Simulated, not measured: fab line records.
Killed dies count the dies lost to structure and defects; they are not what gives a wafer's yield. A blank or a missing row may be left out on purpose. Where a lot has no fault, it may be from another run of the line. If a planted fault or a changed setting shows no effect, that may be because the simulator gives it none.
Chamber matching -- flow n5-finfet -- rie-si-01 running N5_FIN_SAQP_MANDREL_ETCH_58: 4 sister chambers
The step etches a-Si in HBr/Cl2, stops on SiNx, target depth 45 nm, bt time 10 s, time 27 s. 14 wafers are shown with their chamber, then 7 later ones without.

== WAFERS PAIRED WITH THEIR CHAMBERS ==
wafer,chamber,throttle-valve-pct (%),drypump-motor-current-A (A),oes-product-au (a.u.)
L076.2,2,35.33,5.6,0.714
L076.5,2,35.34,5.6,0.715
L076.6,3,35.55,5.9,0.715
L077.2,2,35.36,5.6,0.717
L077.3,3,35.57,5.9,0.710
L077.6,1,35.62,5.5,0.695
L079.1,2,35.34,5.7,0.719
L079.2,3,35.55,5.9,0.722
L079.5,1,35.62,5.5,0.690
L081.3,3,35.57,6.0,0.716
L081.4,2,35.33,5.6,0.717
L081.6,3,35.56,6.0,0.710
L087.3,0,35.94,5.4,0.703
L087.4,2,35.33,5.7,0.716

SIGNATURES (averages over the wafers above)
reading,chamber 0,chamber 1,chamber 2,chamber 3,scatter within a chamber
throttle-valve-pct,35.9400,35.6200,35.3383,35.5600,0.0104
drypump-motor-current-A,5.400,5.500,5.633,5.940,0.0503
oes-product-au,0.70300,0.69250,0.71633,0.71460,0.00356
Rule: a wafer's distance from a chamber is the root of the sum, over the readings, of the square of ((its reading less the chamber's mean) divided by the reading's scatter). The wafer belongs to the nearest chamber; if the next one is less than 2 further off, it can't be placed. The scatter: the root of (the sum of the squares of (reading less its chamber's mean) over the shown wafers, divided by (wafers less chambers)).

== WAFERS WHOSE CHAMBER IS MISSING ==
wafer,throttle-valve-pct (%),drypump-motor-current-A (A),oes-product-au (a.u.)
L087.5,35.60,5.5,0.704
L092.1,35.65,5.5,0.681
L092.2,35.36,5.7,0.706
L092.3,35.60,6.0,0.699
L094.3,35.95,5.4,0.708
L094.5,35.94,5.4,0.720
L094.6,35.56,6.0,0.712

== CHAMBER TAKEN BY EACH ==
wafer,from the rows above,in truth
L087.5,1,1
L092.1,1,1
L092.2,2,2
L092.3,3,3
L094.3,0,0
L094.5,0,0
L094.6,3,3
Placed correctly: 7 of 7. Not placeable from these rows: 0. Placed wrongly: 0.
